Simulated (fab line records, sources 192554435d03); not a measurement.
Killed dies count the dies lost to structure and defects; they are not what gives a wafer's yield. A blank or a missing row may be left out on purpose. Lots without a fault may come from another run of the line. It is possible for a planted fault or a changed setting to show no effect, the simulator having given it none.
Matching of chambers | flow n5_finfet | rie_diel-01 running N5_MOL_CONTACT_COAG_ETCH_67: 4 sister chambers
The step etches SOC in N2/H2, target depth 60 nm, overetch 21 nm, time 101.2 s. 7 wafers are shown with their chamber, then 7 later ones without.

WAFERS WITH THEIR CHAMBER
wafer  | chamber | drypump_motor_current_A (A) | showerhead_plenum_p_Torr (Torr)
L076.1 | 3       | 6.0                         | 2.50
L079.5 | 1       | 6.8                         | 2.50
L082.1 | 0       | 6.0                         | 2.55
L082.2 | 3       | 6.1                         | 2.50
L082.5 | 2       | 5.2                         | 2.50
L086.1 | 1       | 6.7                         | 2.49
L086.5 | 0       | 6.0                         | 2.54

WAFERS MISSING THEIR CHAMBER
wafer  | drypump_motor_current_A (A) | showerhead_plenum_p_Torr (Torr)
L086.6 | 6.7                         | 2.49
L092.1 | 5.1                         | 2.49
L092.2 | 6.7                         | 2.49
L092.3 | 6.1                         | 2.49
L094.2 | 6.1                         | 2.49
L094.4 | 6.0                         | 2.54
L094.5 | 6.0                         | 2.54

WHICH CHAMBER EACH WENT THROUGH
wafer  | from the rows above | in truth
L086.6 | 1                   | 1
L092.1 | 2                   | 2
L092.2 | 1                   | 1
L092.3 | 3                   | 3
L094.2 | 3                   | 3
L094.4 | 0                   | 0
L094.5 | 0                   | 0
Correctly placed: 7 of 7. From these rows, 0 cannot be placed. Placed wrongly: 0.
How it was worked out, from the rows above alone: a wafer's distance from a chamber is the root of the sum, over the readings, of the square of ((its reading less the chamber's mean) divided by the reading's scatter). If the next closest chamber is less than 2 further off than the closest, the wafer can't be placed; otherwise it belongs to the closest. For every chamber, the mean is computed from those of its wafers that are shown. The scatter: the root of (the sum of the squares of (reading less its chamber's mean) over the shown wafers, divided by (wafers less chambers)).
